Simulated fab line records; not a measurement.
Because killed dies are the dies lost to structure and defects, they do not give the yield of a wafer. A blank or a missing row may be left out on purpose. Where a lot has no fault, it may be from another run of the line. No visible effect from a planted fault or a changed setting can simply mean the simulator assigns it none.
fab line records + flow n5Finfet
record
- lots=3
- wafers=9
- lastDay=16
route steps=1938 shown BEOL_M4@1099 BEOL_M5@1112 BEOL_M7@1267 PASSIVATION@1936
lots that met no fault: from a run of the same line without faults
startH: start of the lot's first displayed wafer, in hours after the record's first day + waitH: hours from the lot's prior step to this one + " as in the row above + L1.1+2: one row covering several wafers at once + - no value, or no start given + * or withheld: withheld + < > ~ a bound
route shown NAME@n: a module of which the file shows steps, and the number in the route of the first + usual: mean/standard deviation of fault-free wafers + same: alike in all rows + chamber/n: place in a boat + sites: readings site by site + _std_site: standard deviation across them + _edge_site: outer sites' mean less inner sites' + radiusMm: how far each site lies from the wafer's centre + mask NAME#n: copy n + behind: the last tool/chamber to shape the wafer + hold: what put the lot on hold/how long, in hours/how the hold closed + device: which transistor (n, p or np) failed to switch + end of line: the same wafers' tests at the end of the route + for a step that has no rows: nothing shown but its recipe + killed: dies lost to structure and defects at the first sort, not the wafer's yield + map: shows each die of a wafer: x if killed, . if not, _ if none is there
set.NAME: setting as actually run; set.NAME@STEP: the setting as run at that earlier step + model.NAME: the simulator's own value behind a step, which no gauge read
a table for each step, a row for each wafer; lots at some steps of the route
services: when a tool's chamber went out of use (startH, in hours from the record's first day, below 0 if earlier), for how many hours, and the reason
## steps
# step N5_BEOL_M4_ANNEAL_95
# recipe
- tempC=400
- timeS=240
- ambient=vacuum
# step N5_BEOL_M4_SPUTTER_96
# recipe
- material=Cu
- targetThkA=45
- tempC=-20
- chamberPressurePa=0.07
- powerW=withheld
- timeS=8.29
# step N5_BEOL_M4_ECD_50
# recipe
- material=Cu
- targetThkA=3000
# step N5_BEOL_M4_ANNEAL_51
# recipe
- tempC=225
- timeS=90
- ambient=N2
# step N5_BEOL_M4_CMP_52
# recipe
- stopOn=SiOC
- tOverpolishS=6.8
- downForcePsi=1
- platenRpm=50
- clearingPlatenDownForcePsi=1.5
- clearingPlatenRpm=50
- postCmpClean=cuAlkaline
- targetThkNm=40
- clearingPlatenPadVelocityMS=0.99484
- padVelocityMS=0.99484
# step N5_BEOL_M4_PRE_CLEAN_60
# recipe
- gas=NH3/H2
- timeS=15
- tempC=*
- rfPowerW=300
# step N5_BEOL_M4_CO_CAP_55
# recipe
- material=Co
- targetThkA=20
- tempC=200
- precursor=CCTBA/H2
- pressureTorr=30
- timeS=102.1
# step N5_BEOL_M4_PRE_CLEAN_56
# recipe
- gas=NH3
- timeS=15
- tempC=withheld
- rfPowerW=300
# step N5_BEOL_M4_DEP_57
# recipe
- material=SiCN
- targetThkA=80
- tempC=withheld
- precursor=3MS/NH3
- pressureTorr=3
- rfW=202
- timeS=14
# step N5_BEOL_M4_RC_MEAS_101
# usual
- DIBL_N=36.9/1.6
- DIBL_P=37.1/2
- IOFF_N=0.17/0.032
- IOFF_P=0.22/0.036
- ION_N=674/12
- ION_P=463/7.8
- SS_N=71.7/0.63
- SS_P=73.5/0.62
- VT_N=249/3.3
- VT_P=-250/3.5
| lot.wafer | tool      | chamber | startH | waitH | DIBL_N[mV/V] | DIBL_P[mV/V] | IOFF_N[nA/um] | IOFF_P[nA/um] | ION_N[uA/um] | ION_P[uA/um] | SS_N[mV/dec] | SS_P[mV/dec] | VT_N[mV] | VT_P[mV] |
|-----------|-----------|---------|--------|-------|--------------|--------------|---------------|---------------|--------------|--------------|--------------|--------------|----------|----------|
| L641.1    | prober-02 | 0       | 188.59 | 0.0   | 34.8         | 33.4         | 0.12          | 0.19          | 654          | 460          | 71.4         | 71.9         | 254      | -247     |
| L641.2    | "         | 0       | "      | "     | 37.4         | 36.5         | 0.15          | 0.22          | 661          | 462          | 72.0         | 72.4         | 253      | -251     |
| L641.4    | "         | 0       | "      | "     | 35.7         | 34.9         | 0.14          | 0.21          | 660          | 466          | 70.8         | 72.5         | 256      | -247     |
| L653.2    | prober-01 | 0       | 241.92 | 0.2   | 38.4         | 37.4         | 0.19          | 0.23          | 679          | 460          | 71.6         | 73.7         | 246      | -250     |
| L653.3    | "         | 0       | "      | "     | 36.9         | 36.4         | 0.16          | 0.19          | 668          | 456          | 71.8         | 73.2         | 251      | -251     |
| L653.4    | "         | 0       | "      | "     | 37.7         | 37.3         | 0.18          | 0.23          | 670          | 458          | 72.3         | 73.4         | 248      | -253     |
| L657.1    | prober-02 | 0       | 279.26 | 0.0   | 34.9         | 34.5         | 0.14          | 0.17          | 662          | 455          | 71.2         | 73.0         | 253      | -254     |
| L657.4    | "         | 0       | "      | "     | 37.1         | 38.1         | 0.17          | 0.23          | 676          | 464          | 72.1         | 73.4         | 250      | -248     |
| L657.5    | "         | 0       | "      | "     | 36.3         | 37.7         | 0.17          | 0.22          | 679          | 470          | 72.4         | 73.2         | 249      | -252     |
# step N5_BEOL_M5_ILD_DEP_00
# recipe
- material=SiCOH_lowk
- targetThkA=1406.4
- tempC=300
- precursor=DEMS/porogen
- pressureTorr=5
- rfW=500
- timeS=25.9
# step N5_BEOL_M5_CURE_79
# recipe
- tempC=385
- timeS=240
- ambient=He/Ar
- material=SiCOH_lowk
# step N5_BEOL_M5_PECVD_70
# recipe
- material=SiO2
- targetThkA=160
- tempC=400
- precursor=TEOS/O2
- pressureTorr=5.5
- rfW=450
- teosFlowSccm=53.8
- gas=O2
- flowSccm=3000
- timeS=18
# step N5_BEOL_M5_HM_DEP_02
# recipe
- material=TiN
- targetThkA=200
- tempC=25
- chamberPressurePa=0.49996
# step N5_BEOL_M5_COAT_59
# recipe
- resist=SOC
- tempC=250
- timeS=60
- spinRpm=1500
- resistThkNm=60
# step N5_BEOL_M5_COAT_60
# recipe
- resist=SiARC
- tempC=220
- timeS=60
- spinRpm=1500
- resistThkNm=12
# step N5_BEOL_M5_COAT_71
# recipe
- resist=underlayer
- tempC=205
- timeS=60
- spinRpm=1500
- resistThkNm=5
# step N5_BEOL_M5_COAT_05
# recipe
- resist=CAR-EUV
- spinRpm=1500
- resistThkNm=30
# step N5_BEOL_M5_EBR_07
# recipe
- solvent=PGMEA
- ebrWidthMm=1.5
# step N5_BEOL_M5_SOFTBAKE_06
# recipe
- tempC=110
- timeS=60
- resist=CAR-EUV
# step N5_BEOL_M5_EXPOSE_08
# recipe
- maskId=M5
- na=0.33
- sourceShape=annular
- sigmaInner=0.4
- sigmaOuter=0.8
- polarization=unpolarized
- targetCdNm=28
- doseMj=35.75
# step N5_BEOL_M5_PEB_09
# recipe
- pebTempC=100
- pebTimeS=60
- resist=CAR-EUV
# step N5_BEOL_M5_DEVELOP_10
# recipe
- developTimeS=30
- developer=TMAH
- resist=CAR-EUV
- rinseLiquid=surfactantRinse
- dry=airSpin
- devTempC=23
# step N5_BEOL_M5_DESCUM_16
# recipe
- chemistry=O2
- timeS=7
- sourcePowerW=50
- biasPowerW=20
- pressureMtorr=20
- rfFrequencyHz=2.712e+07
- tempC=40
- resist=CAR-EUV
- o2FlowSccm=225
# step N5_BEOL_M5_ETCH_72
# recipe
- chemistry=N2/H2
- target=underlayer
- targetDepthA=65
- maskMaterial=CAR-EUV
- timeS=5.2
- ionEnergyEv=200
- pressureMtorr=30
- sourceW=840
- biasW=150
- n2FlowSccm=200
- h2FlowSccm=200
- ends=cleared
# step N5_BEOL_M5_ETCH_61
# recipe
- chemistry=CF4
- target=SiARC
- targetDepthA=156
- maskMaterial=CAR-EUV
- timeS=26
- ionEnergyEv=80
- pressureMtorr=40
- sourceW=545
- biasW=36
- Ar_flow_sccm=100
- cf4FlowSccm=100
- ends=cleared
# step N5_BEOL_M5_ETCH_62
# recipe
- chemistry=N2/H2
- target=SOC
- targetDepthA=750
- overetchA=150
- maskMaterial=SiARC
- tempC=40
- timeS=112.5
- ionEnergyEv=200
- pressureMtorr=30
- sourceW=840
- biasW=150
- n2FlowSccm=200
- h2FlowSccm=200
# step N5_BEOL_M5_STRIP_63
# recipe
- chemistry=N2/H2
- tempC=40
- n2FlowSccm=200
- h2FlowSccm=200
- rfFrequencyHz=6e+07
# step N5_BEOL_M5_STRIP_73
# recipe
- chemistry=N2/H2
- tempC=40
- n2FlowSccm=200
- h2FlowSccm=200
- rfFrequencyHz=6e+07
# step N5_BEOL_M5_STRIP_64
# recipe
- chemistry=CF4
- resist=SiARC
- powerW=300
- biasPowerW=75
- pressureMtorr=50
- cf4FlowSccm=150
- rfFrequencyHz=6e+07
# step N5_BEOL_M5_HM_OPEN_17
# recipe
- chemistry=Cl2/BCl3
- targetDepthA=200
- overetchA=60
- target=TiN
- maskMaterial=SOC
- ionEnergyEv=150
- pressureMtorr=10
- icpW=1000
- biasW=126
- Cl2_flow_sccm=53.25
- bcl3FlowSccm=21.75
- Ar_flow_sccm=25
# step N5_BEOL_M5_STRIP_19
# recipe
- chemistry=O2
- powerW=400
- tempC=40
- pressureMtorr=30
- rfFrequencyHz=6e+07
- biasPowerW=0
- overashFraction=0.2
- o2FlowSccm=225
# step N5_BEOL_M5_COAT_65
# recipe
- resist=SOC
- tempC=250
- timeS=60
- spinRpm=1500
- resistThkNm=60
# step N5_BEOL_M5_COAT_66
# recipe
- resist=SiARC
- tempC=220
- timeS=60
- spinRpm=1500
- resistThkNm=12
# step N5_BEOL_M7_HM_DEP_02
# recipe
- material=TiN
- targetThkA=200
- tempC=25
- chamberPressurePa=0.49996
# usual
- chamberPressurePa=0.4998/0.0011
- substrateTempC=25.00/0.1
- susceptorTempC=25.01/0.12
- throttleValvePct=29.8/1.1
| lot.wafer | tool          | chamber | startH | waitH | chamberPressurePa | substrateTempC | susceptorTempC | throttleValvePct | model.TiN_of_BEOL_M7_HM_DEP_02.thkNm |
|-----------|---------------|---------|--------|-------|-------------------|----------------|----------------|------------------|--------------------------------------|
| L641.1    | pvdSputter-03 | -       | 209.03 | 0.3   | 0.4996            | 24.90          | 24.97          | 30.6             | 20.4                                 |
| L641.2    | "             | -       | "      | "     | 0.4995            | 25.04          | 24.98          | 29.1             | 20                                   |
| L641.4    | "             | -       | "      | "     | 0.5004            | 24.85          | 24.91          | 30.4             | 20                                   |
| L653.2    | pvdSputter-03 | -       | 270.73 | 1.5   | 0.4997            | 24.83          | 24.82          | 30.0             | 27.4                                 |
| L653.3    | "             | -       | "      | "     | 0.4998            | 25.00          | 25.02          | 29.2             | 27                                   |
| L653.4    | "             | -       | "      | "     | 0.4997            | 25.04          | 25.02          | 29.5             | 26.6                                 |
| L657.1    | pvdSputter-02 | -       | 298.80 | 0.1   | 0.4982            | 24.94          | 24.98          | 30.1             | 20                                   |
| L657.4    | "             | -       | "      | "     | 0.5013            | 25.13          | 24.91          | 29.1             | 20.4                                 |
| L657.5    | "             | -       | "      | "     | 0.5002            | 25.02          | 24.89          | 28.3             | 20.2                                 |
# step N5_BEOL_M7_HM_OPEN_17
# recipe
- chemistry=Cl2/BCl3
- targetDepthA=200
- overetchA=60
- target=TiN
- maskMaterial=SOC
- ionEnergyEv=150
- pressureMtorr=10
- icpW=1000
- biasW=126
- Cl2_flow_sccm=53.25
- bcl3FlowSccm=21.75
- Ar_flow_sccm=25
# usual
- drypumpMotorCurrentA=6.3/0.39
- oesProductAu=0.69/0.11
- throttleValvePct=22.03/0.14
| lot.wafer | tool        | chamber | startH | waitH | drypumpMotorCurrentA | oesProductAu | rfHoursCounterH | throttleValvePct | model.etch.depthNm |
|-----------|-------------|---------|--------|-------|----------------------|--------------|-----------------|------------------|--------------------|
| L641.1    | rieMetal-02 | 1       | 209.77 | 0.0   | 6.5                  | 0.70         | 33              | 22.05            | 20.47              |
| L641.2    | "           | 0       | "      | "     | 5.9                  | 0.56         | 90              | 22.15            | 19.91              |
| L641.4    | "           | 1       | "      | "     | 6.6                  | 0.69         | -               | 22.06            | 19.96              |
| L653.2    | rieMetal-01 | 1       | 272.24 | 0.1   | 6.6                  | 0.92         | -               | 21.71            | 25.45              |
| L653.3    | "           | 1       | "      | "     | 6.6                  | 0.92         | -               | 21.70            | 25.6               |
| L653.4    | "           | 1       | "      | "     | 6.6                  | 0.91         | -               | 21.70            | 25.41              |
| L657.1    | rieMetal-03 | 0       | 300.09 | 0.0   | 5.4                  | 0.60         | 72              | 22.19            | 20.09              |
| L657.4    | "           | 1       | "      | "     | 6.5                  | 0.70         | -               | 21.84            | 20.36              |
| L657.5    | "           | 0       | "      | "     | 5.4                  | 0.60         | -               | 22.17            | 20.13              |
# step N5_BEOL_M7_TRENCH_ETCH_37
# recipe
- chemistry=C4F6/O2
- targetDepthA=934.78
- target=SiCOH_lowk
- timeS=31.2
- ionEnergyEv=250
- pressureMtorr=30
- sourceW=345
- biasW=185
- Ar_flow_sccm=300
- C4F6_flow_sccm=10
- O2_flow_sccm=10
# usual
- C4F6_flow_sccm=10.00/0.03
- drypumpMotorCurrentA=5.4/0.44
- oes_o_777_au=0.83/0.093
- oesProductAu=0.82/0.093
- rfVppV=665/16
- showerheadPlenumPTorr=2.88/0.097
- throttleValvePct=20.86/0.27
| lot.wafer | tool       | chamber | startH | waitH | C4F6_flow_sccm | drypumpMotorCurrentA | oes_o_777_au | oesProductAu | rfHoursCounterH | rfVppV | showerheadPlenumPTorr | throttleValvePct | model.TiN_of_BEOL_M7_HM_DEP_02.thkNm |
|-----------|------------|---------|--------|-------|----------------|----------------------|--------------|--------------|-----------------|--------|-----------------------|------------------|--------------------------------------|
| L641.1    | rieDiel-04 | 0       | -      | -     | 9.98           | 5.6                  | 0.92         | 0.92         | 32              | 658    | 2.90                  | 20.63            | 17.8                                 |
| L641.2    | "          | 2       | "      | "     | 10.04          | 5.2                  | 0.86         | 0.86         | 47              | 678    | 2.89                  | 20.58            | 17.2                                 |
| L641.4    | "          | 3       | "      | "     | 10.01          | 5.9                  | 0.71         | 0.71         | 217             | 685    | 2.94                  | 21.49            | 17.4                                 |
| L653.2    | rieDiel-04 | 0       | -      | -     | 10.00          | 5.6                  | 0.89         | 0.88         | 50              | 658    | 2.89                  | 20.64            | 24.8                                 |
| L653.3    | "          | 3       | "      | "     | 10.03          | 5.8                  | 0.69         | 0.70         | 235             | 684    | 2.93                  | 21.50            | 24.4                                 |
| L653.4    | "          | 2       | "      | "     | 9.93           | 5.2                  | 0.83         | 0.83         | 65              | 679    | 2.88                  | 20.60            | 24                                   |
| L657.1    | rieDiel-04 | 0       | -      | -     | 9.98           | 5.5                  | 0.87         | 0.88         | 58              | 658    | 2.88                  | 20.66            | 17.4                                 |
| L657.4    | "          | 2       | "      | "     | 9.99           | 5.3                  | 0.83         | 0.81         | 73              | 680    | 2.88                  | 20.61            | 17.6                                 |
| L657.5    | "          | 0       | "      | "     | 10.02          | 5.6                  | 0.88         | 0.87         | -               | 659    | 2.88                  | 20.64            | 17.4                                 |
# step N5_BEOL_M7_OCD_MEAS_38
# usual
- trenchDepthNm=93.8/1.7
| lot.wafer | tool   | chamber | startH | waitH | trenchDepthNm |
|-----------|--------|---------|--------|-------|---------------|
| L641.1    | ocd-01 | -       | 211.31 | -     | 95.4          |
| L641.2    | "      | -       | "      | "     | 95.9          |
| L641.4    | "      | -       | "      | "     | 92.5          |
| L653.2    | ocd-02 | -       | 274.37 | -     | 68.0          |
| L653.3    | "      | -       | "      | "     | 79.4          |
| L653.4    | "      | -       | "      | "     | 85.0          |
| L657.1    | ocd-02 | -       | 301.91 | -     | 96.0          |
| L657.4    | "      | -       | "      | "     | 94.6          |
| L657.5    | "      | -       | "      | "     | 95.1          |
# step N5_PASSIVATION_PROBE_49
# usual
- defectLimitedYield=90.9/1.6
- killed_at_M0_to_M3=34/11
- killed_at_M4_up=14/5.7
- killedAtContacts=13/6.5
- killedAtFrontEnd=43/11
- killedAtOther=4/3.1
- killedDies=107/19
- killedOnRim=14/3.9
- killedOpen=71/14
- killedShort=35/7.9
- sort_bin_5_function=5.3/1.1
- sort_bin_6_memory=3.4/0.74
- sortNPass=1073/19
- sortYieldPct=90.9/1.6
# same
- grossDies=1180
- killedAtBackSide=0
- sort_bin_4_leakage[%]=0
- sort_bin_8_speed[%]=0
| lot.wafer | tool      | chamber | startH | waitH | defectLimitedYield[%] | killed_at_M0_to_M3 | killed_at_M4_up | killedAtContacts | killedAtFrontEnd | killedAtOther | killedDies | killedOnRim | killedOpen | killedShort | sort_bin_5_function[%] | sort_bin_6_memory[%] | sortNPass | sortYieldPct[%] |
|-----------|-----------|---------|--------|-------|-----------------------|--------------------|-----------------|------------------|------------------|---------------|------------|-------------|------------|-------------|------------------------|----------------------|-----------|-----------------|
| L641.1    | prober-02 | -       | 292.02 | 0.0   | 92.5                  | 41                 | 5               | 6                | 37               | 0             | 89         | 11          | 58         | 31          | 4.2                    | 3.1                  | 1091      | 92.5            |
| L641.2    | prober-02 | -       | 292.07 | 0.1   | 93.5                  | 27                 | 7               | 4                | 39               | 0             | 77         | 11          | 43         | 34          | 3.8                    | 2.3                  | 1103      | 93.5            |
| L641.4    | prober-02 | -       | 292.17 | 0.2   | 93.1                  | 35                 | 12              | 7                | 25               | 2             | 81         | 14          | 56         | 23          | 4.0                    | 2.6                  | 1099      | 93.1            |
| L653.2    | prober-02 | -       | 349.97 | 0.1   | 65.8                  | 27                 | 309             | 17               | 50               | 1             | 404        | 133         | 79         | 30          | 30.3                   | 3.4                  | 776       | 65.8            |
| L653.3    | prober-02 | -       | 350.02 | 0.1   | 80.5                  | 37                 | 136             | 13               | 40               | 4             | 230        | 72          | 82         | 28          | 15.2                   | 4.2                  | 950       | 80.5            |
| L653.4    | prober-02 | -       | 350.07 | 0.2   | 85.9                  | 26                 | 92              | 11               | 33               | 4             | 166        | 47          | 64         | 23          | 11.0                   | 2.6                  | 1014      | 85.9            |
| L657.1    | prober-01 | -       | 374.77 | 0.0   | 88.7                  | 29                 | 22              | 21               | 59               | 2             | 133        | 20          | 76         | 48          | 6.2                    | 3.6                  | 1047      | 88.7            |
| L657.4    | prober-01 | -       | 374.92 | 0.2   | 93.1                  | 13                 | 17              | 8                | 37               | 7             | 82         | 9           | 54         | 28          | 3.9                    | 2.7                  | 1098      | 93.1            |
| L657.5    | prober-01 | -       | 374.97 | 0.2   | 89.5                  | 38                 | 18              | 18               | 46               | 4             | 124        | 13          | 77         | 47          | 6.1                    | 3.8                  | 1056      | 89.5            |
# killed by level:class
L641.1 BEOL_M0_SAQP:geometricParticle:open=12 BEOL_M0_SAQP:geometricParticle:short=12 FIN_SAQP:geometricParticle:short=8 FIN_SAQP:geometricParticle:open=6 STI_FIN_REVEAL:geometricParticle:open=6 DUMMY_GATE:geometricParticle:open=6 BEOL_M1:geometricParticle:open=6 BEOL_M2:geometricParticle:open=6
L641.2 FIN_SAQP:geometricParticle:short=9 BEOL_M0_SAQP:geometricParticle:short=9 DUMMY_GATE:geometricParticle:open=8 BEOL_M0_SAQP:geometricParticle:open=7 FIN_SAQP:geometricParticle:open=5 STI_FIN_REVEAL:geometricParticle:open=4 GATE_CUT:geometricParticle:short=4 BEOL_M2:geometricParticle:open=4
L641.4 BEOL_M0_SAQP:geometricParticle:open=9 BEOL_M1:geometricParticle:open=8 STI_FIN_REVEAL:geometricParticle:open=6 MOL_CONTACT_COAG:geometricParticle:open=6 BEOL_M0_SAQP:geometricParticle:short=6 BEOL_M2:geometricParticle:open=5 FIN_SAQP:geometricParticle:short=4 STARTING-WAFER:geometricParticle:short=4
L653.2 BEOL_M7:areaOpen=295 STI_FIN_REVEAL:geometricParticle:open=19 MOL_CONTACT_COAG:geometricParticle:open=12 BEOL_M3:geometricParticle:open=11 BEOL_M4:geometricParticle:open=10 GATE_CUT:geometricParticle:short=8 DUMMY_GATE:geometricParticle:open=6 FIN_SAQP:geometricParticle:open=5
L653.3 BEOL_M7:areaOpen=120 STI_FIN_REVEAL:geometricParticle:open=13 MOL_CONTACT_COAG:geometricParticle:open=13 BEOL_M1:geometricParticle:open=9 BEOL_M0_SAQP:geometricParticle:short=7 FIN_SAQP:geometricParticle:open=6 BEOL_M0:geometricParticle:open=5 BEOL_M2:geometricParticle:open=5
L653.4 BEOL_M7:areaOpen=78 MOL_CONTACT_COAG:geometricParticle:open=10 FIN_SAQP:geometricParticle:open=8 BEOL_M2:geometricParticle:open=8 STI_FIN_REVEAL:geometricParticle:open=6 DUMMY_GATE:geometricParticle:open=6 BEOL_M3:geometricParticle:open=6 BEOL_M1:geometricParticle:open=3
L657.1 FIN_SAQP:geometricParticle:short=20 MOL_CONTACT_COAG:geometricParticle:open=16 FIN_SAQP:geometricParticle:open=11 HKMG_FIN:areaEtch=8 BEOL_M2:geometricParticle:open=7 BEOL_M3:geometricParticle:open=7 BEOL_M4:geometricParticle:open=7 GATE_CUT:geometricParticle:short=5
L657.4 FIN_SAQP:geometricParticle:open=11 DUMMY_GATE:geometricParticle:open=7 MOL_CONTACT_COAG:geometricParticle:open=7 BEOL_M4:geometricParticle:open=7 FIN_SAQP:geometricParticle:short=5 GATE_CUT:geometricParticle:short=4 BEOL_M2:geometricParticle:open=4 BEOL_M0_SAQP:geometricParticle:short=3
L657.5 MOL_CONTACT_COAG:geometricParticle:open=13 FIN_SAQP:geometricParticle:short=12 GATE_CUT:geometricParticle:short=9 BEOL_M2:geometricParticle:open=9 BEOL_M0_SAQP:geometricParticle:open=8 BEOL_M0_SAQP:geometricParticle:short=8 BEOL_M4:geometricParticle:open=7 BEOL_M3:geometricParticle:open=6
# map L653.2 (x killed, . not)
_________________xxxxxxxxxxxx________________
______________xxxxxxxxxxxxxxxxxx_____________
___________xxxxxxxxxxx.xxxxxxxxxxxx__________
__________xxx.x.x...x...xx.xx.xxxxxx_________
________xxxxxx...x.....x.x.xx.xxxxxxxx_______
_______xxxxx....xx......xx.....xxxxxxxx______
______xxx..............x.x.x.xxx..xx.xxx_____
_____xxxx....................x.....xxxxxx____
____xx.x.....xx...........x..x.x....xxxxxx___
___xx................................xxxxxx__
___xx...x..x......x..xx.....x......x.xxxxxx__
__xx..x........x.................x.....xxxxx_
__.x........x......x.........x.......xxxxxxx_
_xxx..x...x.......x................x.xxxxxxxx
_xx...........xx.....................x.xxxxxx
_xxxx..x...x.........xx....x........x.xxxxxxx
_xxxx.........x.......................xxxxxxx
_xxx.....x............................xx.xxxx
_xxxx..x..............x......x.......x...xxxx
_x...............x..................x...xxxxx
_x..x...xx............x.................xxxxx
__x.xx...........x................xx.x..x.xx_
__xx...x.....x........x................x.xxx_
___.x...x......x.......................x.xx__
___x.xx......................x...x...xx.xxx__
____xxx..............................xxxxx___
_____xx.....x.....x...xx...........xxxxxx____
______....................x...x....xxxxx_____
_______x.x.....x..............x..xxxxx.______
________x..x.........x.x.......x.xx.xx_______
__________..........x..x....x..xxxxx_________
___________xx...x..xx......xx.xxxxx__________
______________xxxx....x.xxxxxxxx_____________
_________________x..x.x.xxxxx________________
# map L641.1 (x killed, . not)
_________________......x...x.________________
______________........x........x_____________
___________x.......x...x.........x.__________
__________x....x...x..x............._________
________............x..x.............._______
_______........x.......................______
______....................x............._____
_____...........xx...x...................____
____.....x.x........x............x........___
___...x.x...............x...........x......__
___.......x................................__
__...............x.................x........_
__.....x....................x..............._
_.....x...............................x......
_.....x...................x......xx......x...
_............................x..........x....
_.........x.....x...........................x
_..........................x................x
_..................x.....x...................
_...............x......xx..x......x...x......
_........................x.............x.....
__...xx.............x......................._
__................x..x.....x......x........._
___............x.x...x........x....x.x.....__
___..............................x.........__
____xx....................................___
_____...............x........x...x.......____
______...............................x.._____
_______.....x................x.x.x.x...______
________.......x............x..x......_______
__________..........x..........x...._________
___________......x.............x...__________
______________.............x...._____________
_________________............________________
## services
| tool        | chamber | startH | hours | kind          |
|-------------|---------|--------|-------|---------------|
| rieMetal-01 | 1       | 186.07 | -     | clean         |
| rieMetal-01 | 1       | 186.07 | 16.2  | scheduledDown |
| rieMetal-01 | 1       | 186.07 | 16.2  | ventCycle     |
| rieDiel-04  | -       | 189.90 | 2.8   | pm            |
| rieDiel-04  | 0       | 239.88 | 1.8   | repair        |
| rieMetal-01 | 0       | 261.52 | 7.2   | repair        |
| rieMetal-02 | -       | 299.20 | 2.8   | pm            |
## key
firstSign
- step=N5_BEOL_M7_OCD_MEAS_38
- reading=trenchDepthNm
- direction=down
- sigmas=9.7
- usual=93.8
- struck=77.5
effect
- step=N5_PASSIVATION_PROBE_49
- reading=killed_at_M4_up
- direction=up
- sigmas=29
- usual=14
- struck=179
modelEffect
- step=N5_BEOL_M7_HM_DEP_02
- value=TiN_of_BEOL_M7_HM_DEP_02.thkNm
- without=20.27
- struck=27
modelEffect
- step=N5_BEOL_M7_HM_OPEN_17
- value=etch.depthNm
- without=20.22
- struck=25.49
modelEffect
- step=N5_BEOL_M7_TRENCH_ETCH_37
- value=TiN_of_BEOL_M7_HM_DEP_02.thkNm
- without=17.6
- struck=24.4
moreKillsBornAt
- N5_BEOL_M7_HM_OPEN_17@rieMetal-01=493
metAt N5_BEOL_M7_HM_DEP_02
struckWafers L653.2,L653.3,L653.4
onsetBetween 209.03 270.73
alsoFits N5_BEOL_M7_HM_OPEN_17:rieMetal-01
fault
- kind=processParameterDrift
- tool=pvdSputter-03
- chamber=-
- onsetH=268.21
- steps=N5_BEOL_M7_HM_DEP_02
- channel=targetThkA
- offset=*
- shape=step
- endH=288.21
- actsIn=*
- stated=*
